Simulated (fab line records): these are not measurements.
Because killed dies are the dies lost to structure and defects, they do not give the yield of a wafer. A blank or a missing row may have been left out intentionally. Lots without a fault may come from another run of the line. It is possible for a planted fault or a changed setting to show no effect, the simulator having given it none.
Chamber matching | flow n5_finfet | rie_diel-05 running N5_BEOL_M11_STRIP_19: 4 sister chambers
The step strips in O2. 4 wafers are shown with their chamber, then 8 later ones without.

== WAFERS WITH THEIR CHAMBER ==
wafer  | chamber | showerhead_plenum_p_Torr (Torr)
L089.1 | 1       | 2.11
L089.4 | 3       | 2.17
L089.5 | 2       | 2.14
L090.2 | 0       | 2.00

== WAFERS WITHOUT THEIR CHAMBER ==
wafer  | showerhead_plenum_p_Torr (Torr)
L090.4 | 2.17
L090.6 | 2.11
L092.1 | 2.17
L092.4 | 2.00
L092.5 | 2.14
L096.1 | 1.99
L096.3 | 2.17
L096.4 | 2.11

== CHAMBER TAKEN BY EACH ==
wafer  | from the rows above | in truth
L090.4 | 3                   | 3
L090.6 | 1                   | 1
L092.1 | 3                   | 3
L092.4 | 0                   | 0
L092.5 | 2                   | 2
L096.1 | 0                   | 0
L096.3 | 3                   | 3
L096.4 | 1                   | 1
Placed correctly: 8 of 8. Not placeable from these rows: 0. Placed wrongly: 0.
How it was worked out, from the rows above alone: a wafer's distance from a chamber is the root of the sum, over the readings, of the square of ((its reading less the chamber's mean) divided by the reading's scatter). The wafer belongs to the nearest chamber; if the next one is less than 2 further off, it can't be placed. Each chamber's mean is taken over the wafers shown for it. The scatter (one wafer shown for each chamber): square how far every hidden wafer sits from the nearest shown wafer, average those squares and take the square root.
